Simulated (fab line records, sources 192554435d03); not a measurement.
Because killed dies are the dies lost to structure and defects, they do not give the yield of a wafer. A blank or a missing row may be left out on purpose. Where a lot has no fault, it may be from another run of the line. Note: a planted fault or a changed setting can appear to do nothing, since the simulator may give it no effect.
fab line records -- flow n5-finfet -- part 1 of 2: steps 1 to 3 of 6
[record] lots = 24, wafers = 72, last-day = 19
route steps=1938 shown BEOL_M4@1060
lots that met no fault: from a run of the same line without faults
start-h: hours from the record's first day to the start of the lot's first wafer shown -- wait-h: hours elapsed since this lot's preceding step -- " repeats the value in the row above -- L1.1+2: a single row standing in for several wafers -- - no value, or no start given -- * or withheld: withheld -- < > ~ a bound
route shown NAME@n: NAME is a module with steps in the file, n the number in the route of the first one -- usual: mean/standard deviation of fault-free wafers -- same: alike in all rows -- chamber/n: place in a boat -- sites: per-site readings -- _std_site: their standard deviation -- _edge_site: mean of outer sites minus mean of inner sites -- radius-mm: how far each site lies from the wafer's centre -- mask NAME#n: copy n -- behind: the tool/chamber that last shaped the wafer -- hold: why the lot went on hold/how many hours it stayed there/how the hold came to an end -- device: transistor that didn't switch, given as n, p or np -- end of line: tests run on the same wafers once the route is complete -- for a step that has no rows: nothing shown but its recipe -- killed: dies lost to structure and defects at the first sort, not the wafer's yield -- map: a wafer's dies, x killed, . not, _ none there
set.NAME: the setting that was run; set.NAME@STEP: the one run at that earlier step -- model.NAME: the simulator's own value behind a step, which no gauge read
one table for each step of the route and one row for each wafer, over a sample of lots
services: from which hour (start-h, from the record's first day; less than 0 if before it) a tool's chamber was out of use, for how many hours, and why
[[steps]]
[step N5_BEOL_M4_ETCH_77]
[recipe] chemistry = N2/H2, target = underlayer, target-depth-a = 65, mask-material = CAR-EUV, time-s = 5.2, ion-energy-ev = 200, pressure-mtorr = 30, source-w = 840, bias-w = 150, n2-flow-sccm = 200, h2-flow-sccm = 200, ends = cleared
[usual] bias-w = 149.9/0.46, drypump-motor-current-A = 5.8/0.5, etch-rf-on-time-s = 5.18/0.072, oes-product-au = 0.67/0.071, rf-vpp-V = 523.2/2.9, showerhead-plenum-p-Torr = 2.52/0.095, throttle-valve-pct = 17.87/0.27
lot.wafer,tool,chamber,start-h,wait-h,bias-w,drypump-motor-current-A,etch-rf-on-time-s,oes-product-au,rf-hours-counter-h,rf-vpp-V,showerhead-plenum-p-Torr,throttle-valve-pct
L075.2,rie-diel-05,1,161.18,0.0,149.9,5.0,5.28,0.73,52,523.8,2.58,17.86
L075.3,rie-diel-05,2,161.18,0.0,150.2,6.1,5.30,0.62,194,526.7,2.62,18.06
L075.5,rie-diel-05,0,161.18,0.0,150.0,4.9,5.16,0.61,-,524.5,2.62,18.26
L074.1,rie-diel-04,2,164.90,0.0,150.4,6.0,5.23,0.60,229,526.7,2.61,18.09
L074.2,rie-diel-04,0,164.90,0.0,149.7,5.8,5.17,0.66,114,523.0,2.45,17.56
L074.6,rie-diel-04,0,164.90,0.0,150.0,5.8,5.19,0.67,-,521.1,2.45,17.60
L077.2,rie-diel-04,0,179.10,0.0,150.6,5.8,5.17,0.65,120,519.2,2.44,17.61
L077.3,rie-diel-04,1,179.10,0.0,150.4,5.7,5.06,0.68,121,522.5,2.46,17.70
L077.4,rie-diel-04,2,179.10,0.0,150.5,6.0,5.18,0.58,235,525.7,2.61,18.11
L076.1,rie-diel-04,1,188.72,0.0,150.0,5.7,5.13,0.67,125,519.3,2.46,17.72
L076.4,rie-diel-04,3,188.72,0.0,149.5,6.7,5.25,0.73,68,529.4,2.68,17.62
L076.5,rie-diel-04,2,188.72,0.0,149.6,6.0,5.33,0.59,-,523.3,2.61,18.14
L078.2,rie-diel-01,1,189.95,0.0,149.6,5.9,5.20,0.62,191,519.3,2.43,17.86
L078.5,rie-diel-01,0,189.95,0.0,149.9,5.5,5.14,0.67,-,522.3,2.46,18.10
L078.6,rie-diel-01,1,189.95,0.0,149.0,5.9,5.22,0.62,-,521.4,2.43,17.87
L079.1,rie-diel-04,0,190.33,0.0,149.6,5.8,5.16,0.66,125,521.2,2.44,17.61
L079.3,rie-diel-04,2,190.33,0.0,150.1,6.0,5.22,0.59,239,524.0,2.61,18.12
L079.5,rie-diel-04,3,190.33,0.0,150.1,6.7,5.20,0.72,-,527.4,2.68,17.62
L080.4,rie-diel-05,1,199.56,0.0,150.5,5.0,5.20,0.71,65,524.3,2.58,17.88
L080.5,rie-diel-05,1,199.56,0.0,150.5,5.0,5.25,0.72,-,525.2,2.58,17.88
L080.6,rie-diel-05,0,199.56,0.0,150.9,4.9,5.12,0.59,-,526.7,2.62,18.25
L082.2,rie-diel-04,3,225.61,0.0,150.6,6.7,5.12,0.72,81,527.1,2.68,17.66
L082.3,rie-diel-04,1,225.61,0.0,149.3,5.7,5.10,0.67,137,519.9,2.45,17.72
L082.5,rie-diel-04,1,225.61,0.0,149.9,5.7,5.07,0.67,-,519.1,2.45,17.70
L081.2,rie-diel-04,0,225.93,0.0,149.1,5.8,5.17,0.64,137,518.1,2.44,17.63
L081.3,rie-diel-04,1,225.93,0.0,149.5,5.7,5.10,0.67,137,521.7,2.45,17.72
L081.4,rie-diel-04,1,225.93,0.0,150.0,5.7,5.08,0.67,-,522.9,2.45,17.72
L083.2,rie-diel-04,3,227.71,0.0,149.6,6.7,5.16,0.72,82,526.7,2.67,17.65
L083.3,rie-diel-04,1,227.71,0.0,149.7,5.7,5.04,0.67,138,523.5,2.45,17.72
L083.5,rie-diel-04,1,227.71,0.0,150.1,5.7,5.05,0.68,-,519.5,2.45,17.69
L085.1,rie-diel-04,3,239.63,0.0,150.8,6.7,5.16,0.71,87,529.2,2.67,17.67
L085.2,rie-diel-04,1,239.63,0.0,150.7,5.6,5.11,0.66,143,520.4,2.45,17.72
L085.5,rie-diel-04,3,239.63,0.0,149.3,6.7,5.15,0.71,-,527.4,2.67,17.66
L084.3,rie-diel-01,1,240.46,0.0,149.2,5.9,5.21,0.60,213,521.7,2.42,17.88
L084.4,rie-diel-01,0,240.46,0.0,149.5,5.5,5.16,0.65,119,520.5,2.45,18.13
L084.5,rie-diel-01,2,240.46,0.0,149.0,6.1,5.26,0.59,-,524.6,2.50,18.22
L087.1,rie-diel-01,3,250.32,0.0,150.0,5.1,5.17,0.80,4,523.7,2.60,17.40
L087.4,rie-diel-01,3,250.32,0.0,150.3,5.2,5.14,0.80,-,525.6,2.60,17.41
L087.6,rie-diel-01,0,250.32,0.0,150.1,5.5,5.13,0.64,-,520.8,2.44,18.14
L088.2,rie-diel-01,3,256.39,0.0,150.1,5.1,5.06,0.79,8,523.8,2.60,17.39
L088.3,rie-diel-01,0,256.39,0.0,149.2,5.5,5.13,0.65,126,521.7,2.44,18.16
L088.6,rie-diel-01,3,256.39,0.0,149.5,5.1,5.13,0.78,-,525.5,2.60,17.41
L086.1,rie-diel-01,1,259.16,0.0,150.4,5.9,5.21,0.60,222,519.8,2.41,17.93
L086.3,rie-diel-01,0,259.16,0.0,150.3,5.5,5.08,0.66,128,523.7,2.44,18.15
L086.4,rie-diel-01,3,259.16,0.0,150.1,5.1,5.13,0.79,-,526.3,2.59,17.38
L092.1,rie-diel-04,1,260.50,0.0,150.1,5.7,5.07,0.66,150,521.4,2.44,17.76
L092.3,rie-diel-04,3,260.50,0.0,150.8,6.7,5.12,0.72,94,527.1,2.67,17.68
L092.4,rie-diel-04,2,260.50,0.0,150.1,6.0,5.15,0.82,6,525.2,2.60,17.70
L089.1,rie-diel-05,3,266.57,0.0,150.0,5.6,5.19,0.60,214,521.2,2.41,18.33
L089.3,rie-diel-05,1,266.57,0.0,149.5,5.0,5.26,0.69,87,525.2,2.57,17.92
L089.5,rie-diel-05,0,266.57,0.0,149.9,4.9,5.18,0.59,-,525.8,2.61,18.29
L090.1,rie-diel-04,2,271.43,0.0,149.6,6.0,5.13,0.81,10,524.4,2.60,17.71
L090.2,rie-diel-04,3,271.43,0.0,149.6,6.7,5.12,0.70,97,528.1,2.67,17.70
L090.3,rie-diel-04,1,271.43,0.0,149.8,5.6,5.06,0.66,154,522.2,2.44,17.74
L091.3,rie-diel-01,1,273.10,0.0,149.1,5.9,5.22,0.59,228,519.8,2.41,17.94
L091.4,rie-diel-01,0,273.10,0.0,149.9,5.5,5.14,0.64,134,521.1,2.44,18.19
L091.5,rie-diel-01,0,273.10,0.0,149.5,5.5,5.13,0.64,-,520.2,2.44,18.17
L094.3,rie-diel-05,3,282.29,0.0,150.7,5.6,5.33,0.59,220,520.1,2.41,18.36
L094.4,rie-diel-05,1,282.29,0.0,149.4,5.0,5.27,0.69,-,524.1,2.57,17.91
L094.6,rie-diel-05,2,282.29,0.0,150.3,6.1,5.24,0.60,-,527.8,2.60,18.15
L093.1,rie-diel-01,0,288.52,0.0,149.9,5.6,5.14,0.65,139,520.1,2.44,18.18
L093.4,rie-diel-01,1,288.52,0.0,150.4,5.9,5.19,0.59,234,518.6,2.41,17.93
L093.5,rie-diel-01,1,288.52,0.0,150.0,5.9,5.27,0.59,-,520.8,2.41,17.94
L096.2,rie-diel-05,3,294.71,0.0,150.4,5.6,5.29,0.59,226,518.5,2.41,18.34
L096.3,rie-diel-05,2,294.71,0.0,150.0,6.0,5.27,0.60,237,525.4,2.60,18.13
L096.5,rie-diel-05,2,294.71,0.0,150.4,6.1,5.33,0.59,-,523.2,2.60,18.15
L097.3,rie-diel-01,0,305.14,0.0,150.0,5.6,5.18,0.64,144,519.7,2.43,18.19
L097.5,rie-diel-01,0,305.14,0.0,149.9,5.6,5.15,0.63,-,519.7,2.44,18.18
L097.6,rie-diel-01,1,305.14,0.0,149.3,5.9,5.17,0.59,-,519.9,2.41,17.96
L095.2,rie-diel-05,3,309.93,0.0,149.9,5.6,5.23,0.59,230,520.5,2.41,18.39
L095.3,rie-diel-05,0,309.93,0.0,149.6,4.9,5.19,0.84,3,525.6,2.61,17.82
L095.5,rie-diel-05,1,309.93,0.0,149.7,5.0,5.31,0.67,-,522.9,2.56,17.93
[step N5_BEOL_M4_ETCH_41]
[recipe] chemistry = CH3F/O2, target = SiCN, target-depth-a = 299, taper-deg = 2, time-s = 52.5, ion-energy-ev = 120, mask-material = TiN, pressure-mtorr = 30, source-w = 395, bias-w = 75, Ar_flow_sccm = 150, CH3F_flow_sccm = 30, O2_flow_sccm = 20
[usual] bias-w = 74.97/0.24, drypump-motor-current-A = 5.7/0.5, oes-product-au = 0.79/0.084, rf-vpp-V = 297.4/1.7, showerhead-plenum-p-Torr = 1.99/0.074, throttle-valve-pct = 16.35/0.22
lot.wafer,tool,chamber,start-h,wait-h,bias-w,drypump-motor-current-A,oes-product-au,rf-hours-counter-h,rf-vpp-V,showerhead-plenum-p-Torr,throttle-valve-pct
L074.1,rie-diel-04,1,-,-,74.86,5.7,0.80,120,296.3,1.94,16.27
L074.2,rie-diel-04,3,-,-,74.78,6.7,0.86,64,298.9,2.12,16.17
L074.6,rie-diel-04,3,-,-,74.75,6.7,0.86,-,299.2,2.12,16.16
L075.2,rie-diel-04,2,-,-,75.07,6.0,0.69,234,298.0,2.05,16.56
L075.3,rie-diel-04,0,-,-,74.64,5.8,0.77,119,297.7,1.93,16.14
L075.5,rie-diel-04,2,-,-,75.33,6.0,0.69,-,298.0,2.05,16.55
L077.2,rie-diel-04,2,-,-,74.98,6.0,0.68,237,298.0,2.05,16.58
L077.3,rie-diel-04,1,-,-,75.28,5.7,0.80,122,295.9,1.94,16.25
L077.4,rie-diel-04,3,-,-,75.46,6.7,0.86,66,300.1,2.12,16.18
L078.2,rie-diel-01,1,-,-,74.84,5.9,0.72,194,296.0,1.91,16.31
L078.5,rie-diel-01,3,-,-,75.16,5.1,0.69,-,297.9,2.05,16.36
L078.6,rie-diel-01,0,-,-,75.19,5.5,0.78,-,296.0,1.93,16.45
L076.1,rie-diel-04,2,-,-,75.23,6.0,0.68,241,298.8,2.04,16.59
L076.4,rie-diel-04,0,-,-,75.29,5.8,0.77,128,297.5,1.92,16.16
L076.5,rie-diel-04,0,-,-,74.94,5.8,0.78,-,296.6,1.92,16.14
L079.1,rie-diel-05,2,-,-,74.70,6.1,0.71,210,299.4,2.06,16.59
L079.3,rie-diel-05,3,-,-,75.07,5.6,0.72,195,295.8,1.91,16.75
L079.5,rie-diel-05,3,-,-,75.29,5.6,0.72,-,294.6,1.91,16.72
L080.4,rie-diel-05,0,-,-,75.04,4.9,0.71,228,298.7,2.05,16.75
L080.5,rie-diel-05,1,-,-,74.75,5.0,0.84,-,297.6,2.03,16.33
L080.6,rie-diel-05,0,-,-,74.67,4.9,0.71,-,298.5,2.05,16.74
L081.2,rie-diel-01,2,-,-,75.01,6.0,0.70,241,296.9,1.97,16.67
L081.3,rie-diel-01,0,-,-,75.03,5.5,0.77,111,296.6,1.93,16.47
L081.4,rie-diel-01,1,-,-,75.30,5.9,0.72,-,295.2,1.90,16.33
L082.2,rie-diel-04,0,-,-,74.92,5.8,0.76,140,294.7,1.92,16.18
L082.3,rie-diel-04,1,-,-,74.77,5.6,0.77,140,296.7,1.93,16.30
L082.5,rie-diel-04,0,-,-,75.09,5.8,0.75,-,295.8,1.92,16.17
L083.2,rie-diel-04,0,-,-,74.62,5.8,0.75,144,295.6,1.92,16.19
L083.3,rie-diel-04,3,-,-,74.76,6.7,0.84,88,301.2,2.12,16.22
L083.5,rie-diel-04,3,-,-,74.93,6.7,0.83,-,299.8,2.12,16.22
L085.1,rie-diel-05,3,-,-,75.16,5.6,0.71,211,295.0,1.90,16.74
L085.2,rie-diel-05,0,-,-,75.12,4.9,0.69,243,298.6,2.05,16.76
L085.5,rie-diel-05,2,-,-,74.85,6.1,0.71,-,298.1,2.06,16.58
L084.3,rie-diel-01,0,-,-,74.92,5.5,0.76,128,297.2,1.92,16.53
L084.4,rie-diel-01,3,-,-,74.91,5.1,0.92,-,298.9,2.05,15.91
L084.5,rie-diel-01,0,-,-,75.15,5.5,0.76,-,294.8,1.92,16.51
L087.1,rie-diel-04,3,-,-,75.20,6.7,0.83,96,301.2,2.11,16.23
L087.4,rie-diel-04,0,-,-,75.16,5.8,0.75,151,296.1,1.92,16.21
L087.6,rie-diel-04,0,-,-,74.84,5.8,0.75,-,296.9,1.92,16.21
L088.2,rie-diel-05,3,-,-,74.88,5.6,0.70,214,296.0,1.90,16.75
L088.3,rie-diel-05,0,-,-,74.87,4.9,0.69,246,297.6,2.05,16.75
L088.6,rie-diel-05,1,-,-,74.91,5.0,0.81,-,297.3,2.02,16.38
L086.1,rie-diel-04,3,-,-,74.91,6.7,0.83,96,298.6,2.11,16.24
L086.3,rie-diel-04,2,-,-,74.74,6.0,0.95,8,299.9,2.04,16.11
L086.4,rie-diel-04,0,-,-,74.96,5.8,0.74,151,296.2,1.92,16.21
L092.1,rie-diel-05,3,-,-,74.90,5.6,0.70,218,295.3,1.90,16.77
L092.3,rie-diel-05,2,-,-,74.67,6.1,0.70,230,299.3,2.05,16.63
L092.4,rie-diel-05,0,-,-,74.97,4.9,0.69,250,299.4,2.05,16.79
L089.1,rie-diel-01,0,-,-,75.15,5.5,0.76,135,296.1,1.92,16.54
L089.3,rie-diel-01,2,-,-,74.79,6.1,1.00,4,297.2,1.96,16.21
L089.5,rie-diel-01,2,-,-,74.96,6.0,1.00,-,294.7,1.96,16.22
L090.1,rie-diel-04,2,-,-,74.29,6.0,0.93,15,297.9,2.04,16.12
L090.2,rie-diel-04,1,-,-,74.46,5.7,0.76,159,296.2,1.93,16.32
L090.3,rie-diel-04,0,-,-,74.54,5.8,0.73,158,295.6,1.91,16.21
L091.3,rie-diel-04,2,-,-,75.42,6.0,0.93,16,300.0,2.04,16.14
L091.4,rie-diel-04,3,-,-,75.30,6.7,0.83,103,299.0,2.11,16.24
L091.5,rie-diel-04,3,-,-,75.00,6.7,0.82,-,300.8,2.11,16.25
L094.3,rie-diel-01,2,-,-,74.71,6.1,0.97,11,296.7,1.96,16.23
L094.4,rie-diel-01,3,-,-,75.05,5.1,0.89,23,297.4,2.04,15.94
L094.6,rie-diel-01,0,-,-,75.15,5.5,0.75,-,296.1,1.92,16.52
L093.1,rie-diel-05,0,-,-,74.65,4.9,1.01,0,298.9,2.05,16.27
L093.4,rie-diel-05,2,-,-,75.46,6.1,0.69,238,299.0,2.05,16.65
L093.5,rie-diel-05,1,-,-,75.25,5.0,0.80,-,299.8,2.02,16.40
L096.2,rie-diel-01,0,-,-,74.76,5.5,0.74,144,295.4,1.92,16.54
L096.3,rie-diel-01,2,-,-,74.80,6.0,0.96,13,298.0,1.96,16.24
L096.5,rie-diel-01,3,-,-,74.81,5.1,0.88,-,297.3,2.04,15.97
L097.3,rie-diel-01,1,-,-,75.45,5.9,0.69,243,294.7,1.89,16.43
L097.5,rie-diel-01,3,-,-,74.76,5.1,0.87,-,296.0,2.04,15.97
L097.6,rie-diel-01,0,-,-,74.84,5.5,0.74,-,295.7,1.92,16.54
L095.2,rie-diel-04,1,-,-,75.01,5.7,0.75,171,296.1,1.92,16.34
L095.3,rie-diel-04,2,-,-,75.15,6.0,0.90,27,297.7,2.03,16.15
L095.5,rie-diel-04,1,-,-,74.92,5.7,0.75,-,297.6,1.92,16.36
[step N5_BEOL_M4_STRIP_97]
[recipe] chemistry = N2/H2, time-s = 10, power-w = 450, temp-c = 40, pressure-mtorr = 20, rf-frequency-hz = 6e+07, bias-power-w = 7, n2-flow-sccm = 200, h2-flow-sccm = 200
[usual] drypump-motor-current-A = 5.8/0.5, oes-product-au = 0.79/0.085, rf-vpp-V = 59.2/0.9, showerhead-plenum-p-Torr = 2.52/0.092, throttle-valve-pct = 23.6/0.32
lot.wafer,tool,chamber,start-h,wait-h,drypump-motor-current-A,oes-product-au,rf-hours-counter-h,rf-vpp-V,showerhead-plenum-p-Torr,throttle-valve-pct
L074.1,rie-diel-04,1,-,-,5.7,0.80,120,59.1,2.45,23.3
L074.2,rie-diel-04,3,-,-,6.7,0.88,64,59.2,2.68,23.4
L074.6,rie-diel-04,3,-,-,6.7,0.88,-,59.1,2.68,23.4
L075.2,rie-diel-04,2,-,-,6.0,0.69,234,60.4,2.61,23.9
L075.3,rie-diel-04,0,-,-,5.8,0.78,119,58.9,2.44,23.3
L075.5,rie-diel-04,2,-,-,6.0,0.69,-,59.1,2.61,23.9
L077.2,rie-diel-04,2,-,-,6.0,0.69,237,60.1,2.61,23.9
L077.3,rie-diel-04,1,-,-,5.7,0.80,122,58.1,2.45,23.3
L077.4,rie-diel-04,3,-,-,6.7,0.87,66,58.2,2.68,23.4
L078.2,rie-diel-01,1,-,-,5.9,0.73,194,59.0,2.42,23.6
L078.5,rie-diel-01,3,-,-,5.1,0.70,-,59.0,2.60,23.5
L078.6,rie-diel-01,0,-,-,5.5,0.79,-,58.0,2.45,24.1
L076.1,rie-diel-04,2,-,-,6.0,0.69,241,59.8,2.60,23.9
L076.4,rie-diel-04,0,-,-,5.8,0.77,128,57.6,2.44,23.3
L076.5,rie-diel-04,0,-,-,5.8,0.77,-,58.7,2.44,23.3
L079.1,rie-diel-05,2,-,-,6.1,0.71,210,59.1,2.61,23.8
L079.3,rie-diel-05,3,-,-,5.6,0.71,195,58.5,2.42,24.2
L079.5,rie-diel-05,3,-,-,5.6,0.71,-,58.0,2.42,24.2
L080.4,rie-diel-05,0,-,-,4.9,0.71,228,60.5,2.61,24.0
L080.5,rie-diel-05,1,-,-,5.0,0.84,-,58.2,2.57,23.7
L080.6,rie-diel-05,0,-,-,4.9,0.71,-,59.8,2.61,24.0
L081.2,rie-diel-01,2,-,-,6.1,0.71,241,61.6,2.50,23.9
L081.3,rie-diel-01,0,-,-,5.5,0.78,111,58.3,2.44,24.1
L081.4,rie-diel-01,1,-,-,5.9,0.72,-,58.7,2.42,23.7
L082.2,rie-diel-04,0,-,-,5.8,0.76,140,60.2,2.43,23.3
L082.3,rie-diel-04,1,-,-,5.7,0.77,140,59.3,2.45,23.4
L082.5,rie-diel-04,0,-,-,5.8,0.76,-,59.0,2.43,23.3
L083.2,rie-diel-04,0,-,-,5.8,0.76,144,59.2,2.43,23.3
L083.3,rie-diel-04,3,-,-,6.7,0.84,88,58.4,2.67,23.4
L083.5,rie-diel-04,3,-,-,6.7,0.84,-,58.5,2.67,23.4
L085.1,rie-diel-05,3,-,-,5.6,0.70,211,57.7,2.41,24.2
L085.2,rie-diel-05,0,-,-,4.9,0.69,243,58.2,2.61,24.0
L085.5,rie-diel-05,2,-,-,6.1,0.71,-,60.6,2.60,23.9
L084.3,rie-diel-01,0,-,-,5.5,0.77,128,58.3,2.44,24.1
L084.4,rie-diel-01,3,-,-,5.1,0.92,-,59.1,2.59,23.2
L084.5,rie-diel-01,0,-,-,5.5,0.76,-,58.4,2.44,24.1
L087.1,rie-diel-04,3,-,-,6.7,0.83,96,60.1,2.66,23.4
L087.4,rie-diel-04,0,-,-,5.8,0.76,151,58.0,2.43,23.3
L087.6,rie-diel-04,0,-,-,5.8,0.76,-,58.8,2.43,23.3
L088.2,rie-diel-05,3,-,-,5.6,0.70,214,58.0,2.41,24.2
L088.3,rie-diel-05,0,-,-,4.9,0.69,246,59.0,2.61,24.1
L088.6,rie-diel-05,1,-,-,5.0,0.82,-,58.6,2.56,23.8
L086.1,rie-diel-04,3,-,-,6.7,0.82,96,61.1,2.66,23.4
L086.3,rie-diel-04,2,-,-,6.0,0.95,8,59.0,2.60,23.5
L086.4,rie-diel-04,0,-,-,5.8,0.74,151,58.8,2.43,23.3
L092.1,rie-diel-05,3,-,-,5.6,0.70,218,60.3,2.41,24.2
L092.3,rie-diel-05,2,-,-,6.1,0.70,230,61.0,2.60,23.9
L092.4,rie-diel-05,0,-,-,4.9,0.68,250,59.5,2.60,24.1
L089.1,rie-diel-01,0,-,-,5.5,0.76,135,59.5,2.43,24.2
L089.3,rie-diel-01,2,-,-,6.0,1.00,4,58.7,2.50,23.5
L089.5,rie-diel-01,2,-,-,6.0,0.99,-,59.0,2.50,23.5
L090.1,rie-diel-04,2,-,-,6.0,0.94,15,58.9,2.59,23.5
L090.2,rie-diel-04,1,-,-,5.7,0.77,159,59.1,2.44,23.4
L090.3,rie-diel-04,0,-,-,5.8,0.74,158,60.2,2.42,23.3
L091.3,rie-diel-04,2,-,-,6.0,0.93,16,59.8,2.59,23.5
L091.4,rie-diel-04,3,-,-,6.7,0.82,104,60.7,2.66,23.5
L091.5,rie-diel-04,3,-,-,6.7,0.82,-,59.3,2.66,23.5
L094.3,rie-diel-01,2,-,-,6.0,0.97,11,58.8,2.50,23.5
L094.4,rie-diel-01,3,-,-,5.1,0.89,23,59.4,2.58,23.2
L094.6,rie-diel-01,0,-,-,5.6,0.75,-,58.5,2.43,24.2
L093.1,rie-diel-05,0,-,-,4.9,1.02,0,58.8,2.60,23.6
L093.4,rie-diel-05,2,-,-,6.1,0.70,238,60.4,2.60,23.9
L093.5,rie-diel-05,1,-,-,5.0,0.80,-,58.5,2.56,23.8
L096.2,rie-diel-01,0,-,-,5.5,0.74,144,59.7,2.43,24.2
L096.3,rie-diel-01,2,-,-,6.1,0.97,13,59.1,2.49,23.5
L096.5,rie-diel-01,3,-,-,5.1,0.88,-,59.1,2.58,23.2
L097.3,rie-diel-01,1,-,-,5.9,0.70,243,58.9,2.40,23.7
L097.5,rie-diel-01,3,-,-,5.1,0.87,-,59.8,2.58,23.2
L097.6,rie-diel-01,0,-,-,5.6,0.75,-,58.2,2.43,24.2
L095.2,rie-diel-04,1,-,-,5.6,0.75,171,58.0,2.43,23.4
L095.3,rie-diel-04,2,-,-,6.0,0.91,27,58.4,2.59,23.5
L095.5,rie-diel-04,1,-,-,5.7,0.74,-,59.3,2.43,23.4
